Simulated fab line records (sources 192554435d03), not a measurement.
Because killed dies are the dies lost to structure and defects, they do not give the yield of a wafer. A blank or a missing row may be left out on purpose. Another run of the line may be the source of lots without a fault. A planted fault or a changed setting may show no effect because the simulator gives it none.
Matching of chambers -- flow n5Finfet -- aldSin-01 running N5_STI_FIN_REVEAL_ALD_00: 4 sister chambers
The step deposits SiO2, target thk 1 nm, pulse time 1 s. 30 wafers are shown with their chamber, then 12 later ones without.

EACH WAFER AND ITS CHAMBER
wafer,chamber,heaterPowerW (W),heaterPowerOuterW (W),precursorPulseHeightRel
L074.1,0,539,302,1.020
L074.4,1,460,257,1.002
L074.6,3,433,250,1.032
L075.2,2,462,286,1.021
L075.3,1,446,254,0.954
L075.6,2,465,274,0.988
L076.1,3,440,255,1.027
L076.3,1,451,247,1.035
L076.6,3,430,250,1.020
L077.2,3,445,250,1.030
L077.4,2,470,281,0.997
L077.6,2,475,278,1.033
L078.2,2,464,281,0.976
L078.3,1,458,251,1.039
L078.5,0,529,292,0.999
L081.1,1,448,249,1.008
L081.2,3,442,254,0.985
L081.4,0,524,299,1.041
L083.1,0,516,295,1.014
L083.5,2,466,281,1.029
L083.6,3,431,252,1.015
L088.1,0,531,287,1.024
L088.4,1,444,250,0.978
L088.5,3,452,258,0.991
L091.2,1,447,247,0.988
L091.3,3,453,258,1.017
L091.5,0,512,283,0.963
L092.1,2,436,259,0.995
L092.2,3,456,263,1.021
L092.5,1,445,252,1.004

SIGNATURES, as means of the wafers listed above
reading,chamber 0,chamber 1,chamber 2,chamber 3,scatter within a chamber
heaterPowerW,525.17,449.88,462.57,442.44,9.73
heaterPowerOuterW,293.00,250.88,277.14,254.44,6.1
precursorPulseHeightRel,1.01017,1.00100,1.00557,1.01533,0.0234
Rule: a wafer's distance from a chamber is the root of the sum, over the readings, of the square of ((its reading less the chamber's mean) divided by the reading's scatter). If the next closest chamber is less than 2 further off than the closest, the wafer can't be placed; otherwise it belongs to the closest. The scatter: the root of (the sum of the squares of (reading less its chamber's mean) over the shown wafers, divided by (wafers less chambers)).

WAFERS WHOSE CHAMBER IS MISSING
wafer,heaterPowerW (W),heaterPowerOuterW (W),precursorPulseHeightRel
L093.3,431,259,0.964
L093.5,429,250,1.017
L093.6,462,262,1.046
L094.2,461,269,1.003
L094.3,522,287,1.003
L094.6,444,262,1.040
L096.4,439,252,0.963
L096.5,434,253,0.963
L096.6,520,289,1.010
L097.2,433,261,1.019
L097.3,467,265,0.978
L097.6,432,260,1.016

WHICH CHAMBER EACH ONE RAN IN
wafer,from the rows above,in truth
L093.3,can't be placed: 3 or 1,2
L093.5,can't be placed: 3 or 1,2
L093.6,can't be placed: 3 or 1 or 2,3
L094.2,can't be placed: 2 or 3 or 1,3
L094.3,0,0
L094.6,can't be placed: 3 or 1 or 2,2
L096.4,can't be placed: 1 or 3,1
L096.5,can't be placed: 1 or 3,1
L096.6,0,0
L097.2,can't be placed: 3 or 1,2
L097.3,can't be placed: 2 or 1 or 3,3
L097.6,can't be placed: 3 or 1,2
Correctly placed: 2 of 12. From these rows, 10 cannot be placed; in 6 the true chamber is one of the candidates. Number placed wrongly: 0.
